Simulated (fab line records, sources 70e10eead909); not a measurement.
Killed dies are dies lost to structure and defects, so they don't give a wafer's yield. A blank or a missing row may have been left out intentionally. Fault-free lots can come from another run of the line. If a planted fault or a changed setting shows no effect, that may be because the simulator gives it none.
Comparing a struck lot with a sound one / flow nand_harc / 15 out of 1159 route steps
Sound: the wafers L197.3, L197.4, L197.5. Struck: wafer L210.5 (left out: L210.3, a lot-mate that was not struck); the cause follows at the end.
For every step that has rows: the tool of each side, followed by ch and its chambers, followed by its first start. Under that, the readings that differ: sound wafers / struck wafers / difference of the means / sigmas: that difference in standard deviations of wafers without a fault.
alike: same words and numbers on both sides, and readings whose means sit less than 2 such deviations apart. not compared: any withheld reading, any reading some wafer has no value for, any bound like >300 that may hide the same value, and any number with overlapping values for which the record gives no deviation.
A row with sigmas, a row that says differs or no value, or rows on one side alone: a step with any of these is where the two part. Numbers that have no deviation but don't overlap get no sigmas and don't part them. A reading missing from all wafers of one side parts the sides only when that side holds two or more wafers.

first, 7 steps without rows for these wafers: NHARC_A_BONDPAD_COAT_33 (time 65 s); NHARC_A_BONDPAD_COAT_03 (resist thk 600 nm); NHARC_A_BONDPAD_SOFTBAKE_04 (time 70 s); NHARC_A_BONDPAD_EBR_05; NHARC_A_BONDPAD_EXPOSE_06 (exposes mask A BPAD); NHARC_A_BONDPAD_PEB_07 (peb time 80 s); NHARC_A_BONDPAD_DEVELOP_08 (time 50 s).
NHARC_A_BONDPAD_CD_MEAS_09: target cd 500 nm.
  sound on cd_sem-03 ch 0, day 18 16:59; struck on cd_sem-03 ch 0, day 22 08:04
  alike: cd_nm
NHARC_A_BONDPAD_OVL_MEAS_35:
  struck on overlay-01, day 22 08:08; sound on overlay-01, day 18 17:05
reading=overlay_y_nm (nm); sound=-8 -8 -9; struck=7; difference=+15; sigmas=+2
  alike: overlay_x_nm
then, 1 step without rows for these wafers: NHARC_A_BONDPAD_HARDBAKE_10 (time 65 s).
NHARC_A_BONDPAD_DESCUM_11: chemistry O2, time 3 s.
  sound on rie_diel-01 ch 0,3, day 18 17:13; struck on rie_diel-01 ch 2, day 22 08:17
reading=oes_product_au (a.u.); sound=0.994 0.987 0.982; struck=1.005; difference=+0.017; sigmas=+2
  alike: drypump_motor_current_A, rf_vpp_V, showerhead_plenum_p_Torr, throttle_valve_pct
  not compared: rf_hours_counter_h
NHARC_A_BONDPAD_ETCH_34: etches the open film in N2/H2, target depth 60 nm, overetch 18 nm, time 65.91 s.
  sound on rie_diel-01 ch 1,3, day 18 17:19; struck on rie_diel-01 ch 1, day 22 08:22
  alike: drypump_motor_current_A, h2_flow_sccm, oes_product_au, rf_vpp_V, run_length_s, showerhead_plenum_p_Torr, throttle_valve_pct
  not compared: rf_hours_counter_h
NHARC_A_BONDPAD_ETCH_12: etches the open film in CHF3/O2, target depth 220 nm, time 110 s.
  sound on rie_diel-01 ch 1,2,3, day 18 17:25; struck on rie_diel-01 ch 3, day 22 08:28
reading=run_length_s (s); sound=131.3 132.1 130.8; struck=117.9; difference=-13.5; sigmas=-24
  alike: drypump_motor_current_A, oes_product_au, rf_vpp_V, showerhead_plenum_p_Torr, throttle_valve_pct
  not compared: rf_hours_counter_h
NHARC_A_BONDPAD_CD_MEAS_13:
  struck on cd_sem-01, day 22 08:36; sound on cd_sem-03, day 18 17:32
  alike: cd_nm
NHARC_END_SORT_01:
  sound on prober-01 ch 0, day 20 12:22; struck on prober-01 ch 0, day 23 21:17
reading=defect_limited_yield (%); sound=97.0 97.2 96.0; struck=4.7; difference=-92.0; sigmas=-71
reading=killed_at_array; sound=18 16 22; struck=641; difference=+622; sigmas=+71
reading=killed_at_other; sound=0 0 0; struck=2; difference=+2; sigmas=+2
reading=killed_dies; sound=20 19 27; struck=645; difference=+623; sigmas=+71
reading=killed_short; sound=1 0 2; struck=4; difference=+3; sigmas=+2
reading=sort_bin_2_pct (%); sound=1.0 1.3 1.0; struck=91.6; difference=+90.5; sigmas=+99 or more
reading=sort_n_pass; sound=657 658 650; struck=32; difference=-623; sigmas=-71
reading=sort_rim_yield_pct (%); sound=97.2 97.2 95.3; struck=0; difference=-97; sigmas=-36
reading=sort_yield_pct (%); sound=97.0 97.2 96.0; struck=4.7; difference=-92.0; sigmas=-71
  alike: killed_at_periphery, killed_open, sort_bin_3_pct, sort_bin_4_pct

## WHERE THEY PART
At NHARC_A_BONDPAD_OVL_MEAS_35 first; at NHARC_END_SORT_01 last (within this record only).

WHY: what the simulator had put in
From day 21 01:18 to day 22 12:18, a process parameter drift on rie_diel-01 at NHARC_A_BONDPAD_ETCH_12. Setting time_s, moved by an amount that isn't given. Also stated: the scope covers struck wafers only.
